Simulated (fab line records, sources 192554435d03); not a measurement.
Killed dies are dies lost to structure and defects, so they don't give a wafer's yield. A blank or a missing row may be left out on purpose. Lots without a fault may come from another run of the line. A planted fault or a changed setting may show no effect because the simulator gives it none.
Split-lot experiment | flow n5_finfet | 7 lots, 21 wafers read, on a route of 1938 steps

THE SPLIT
At N5_BEOL_M14_TRENCH_ETCH_34 (etches SiO2 in C4F8/O2/Ar, target depth 556.65 nm, time 126.9 s), the setting time_s was moved away from the recipe's 126.9 s on 9 of the 21 wafers read, by -9.8% to +19.3%. The other wafers ran this setting at the recipe's value.

FROM THE SPLIT TO THE READING: what the file shows between them, 10 steps
- N5_BEOL_M14_STRIP_70: strips in C4F8/O2/Ar
- N5_BEOL_M14_OCD_MEAS_35
- N5_BEOL_M14_STRIP_37: strips in O2
- N5_BEOL_M14_ETCH_38: etches SiCN in CF4/N2, target depth 106.5 nm, time 120.6 s
- N5_BEOL_M14_ECD_47: material Cu, target thk 1248 nm
- N5_BEOL_M14_ANNEAL_48: time 90 s
- N5_BEOL_M14_CMP_49: polishes, stops on SiO2, t overpolish 5.2 s, target thk 560 nm
- N5_BEOL_M14_THK_MEAS_50: measures by xrf
- N5_BEOL_M14_PRE_CLEAN_52: time 15 s
- N5_BEOL_M14_DEP_53: deposits SiCN from 3MS/NH3, target thk 50 nm, time 17.8 s

THE READING
M14_RS, in ohm/sq, at N5_BEOL_M14_RS_MEAS_54 (measures by four-point-probe). Fault-free wafers of this fab line usually give 0.0335 ohm/sq, standard deviation 0.001 ohm/sq.

wafer  | tool, chamber at the split | time_s as run, s | against the recipe | M14_RS, ohm/sq | against lot-mates on the recipe
L078.1 | rie_diel-06, 0             | 150.8            | +18.8%             | 0.0272         | no lot-mate on the recipe
L078.4 | rie_diel-06, 2             | 150.8            | +18.8%             | 0.0278         | no lot-mate on the recipe
L078.5 | rie_diel-06, 3             | 150.8            | +18.8%             | 0.0289         | no lot-mate on the recipe
L085.2 | rie_diel-05, 2             | 126.9            | recipe             | 0.0347         | -
L085.4 | rie_diel-05, 0             | 126.9            | recipe             | 0.0345         | -
L085.6 | rie_diel-05, 2             | 126.9            | recipe             | 0.0346         | -
L086.1 | rie_diel-02, 1,0           | 114.5            | -9.8%              | 0.0364         | +0.0024
L086.3 | rie_diel-02, 1,0           | 114.5            | -9.8%              | 0.0363         | +0.0023
L086.6 | rie_diel-02, 2             | 126.9            | recipe             | 0.0340         | -
L087.2 | rie_diel-02, 0             | 126.9            | recipe             | 0.0326         | -
L087.3 | rie_diel-02, 3             | 151.4            | +19.3%             | 0.0278         | -0.0053
L087.6 | rie_diel-02, 1             | 126.9            | recipe             | 0.0336         | -
L091.2 | rie_diel-05, 0             | 126.9            | recipe             | 0.0349         | -
L091.3 | rie_diel-05, 2             | 126.9            | recipe             | 0.0351         | -
L091.4 | rie_diel-05, 1             | 117.1            | -7.7%              | 0.0359         | +0.0009
L095.1 | rie_diel-05, 3             | 126.9            | recipe             | 0.0343         | -
L095.2 | rie_diel-05, 2             | 138.4            | +9.1%              | 0.0321         | -0.0017
L095.3 | rie_diel-05, 1             | 126.9            | recipe             | 0.0333         | -
L097.1 | rie_diel-06, 0             | 126.9            | recipe             | 0.0334         | -
L097.2 | rie_diel-06, 2             | 149.5            | +17.8%             | 0.0274         | -0.0060
L097.4 | rie_diel-06, 3             | 126.9            | recipe             | 0.0333         | -
Where a row lists several chambers, the file gives one row for several wafers and doesn't say which wafer went through which chamber.

THE FIT
A straight line over all 21 wafers: M14_RS changes by -0.00031 ohm/sq for each +1% of time_s; r = -0.97; the points scatter about the line by 0.00077 ohm/sq.
The same after taking each lot's own level away (the mean of its wafers on the recipe; 18 wafers): -0.000268 ohm/sq for each +1%; r = -0.97; scatter 0.00051 ohm/sq.
On that fit, the largest move of time_s shifts the reading by 0.0052 ohm/sq.
The lots' own levels span 0.03310 to 0.03500 ohm/sq, that is 1.9 times the standard deviation above.
So the lot-to-lot level changes the slope: the two fits differ.
Check: with one of the wafers moved furthest among these (+19.3%) left out of the fit, the line predicts -0.0053 ohm/sq for it against its lot-mates. It came out at -0.0053 ohm/sq against them.

THE WHOLE CHAIN: every reading that the file lists as answering this split, in the file's order
step                       | what it does                                                    | reading                                                                       | change (the file's fit)               | r (the file's)
N5_BEOL_M14_TRENCH_ETCH_34 | etches SiO2 in C4F8/O2/Ar, target depth 556.65 nm, time 126.9 s | etch.depth_nm (the simulator's own value, which no gauge read)                | +5.16 nm for each +1% of the setting  | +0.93
N5_BEOL_M14_OCD_MEAS_35    |                                                                 | trench_depth_nm                                                               | +5.15 nm for each +1% of the setting  | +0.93
N5_BEOL_M14_CMP_49         | polishes, stops on SiO2, t overpolish 5.2 s, target thk 560 nm  | Cu_of_BEOL_M14_ECD_47.thk_nm (the simulator's own value, which no gauge read) | +5.13 nm for each +1% of the setting  | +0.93
N5_BEOL_M14_THK_MEAS_50    | measures by xrf                                                 | M14_THK                                                                       | +4.97 for each +1% of the setting     | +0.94
N5_BEOL_M14_RS_MEAS_54     | measures by four-point-probe                                    | M14_RS                                                                        | -0.000271 for each +1% of the setting | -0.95

THE FILE'S OWN FIT
M14_RS changes by -0.000271 ohm/sq for each +1% of time_s, r = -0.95.
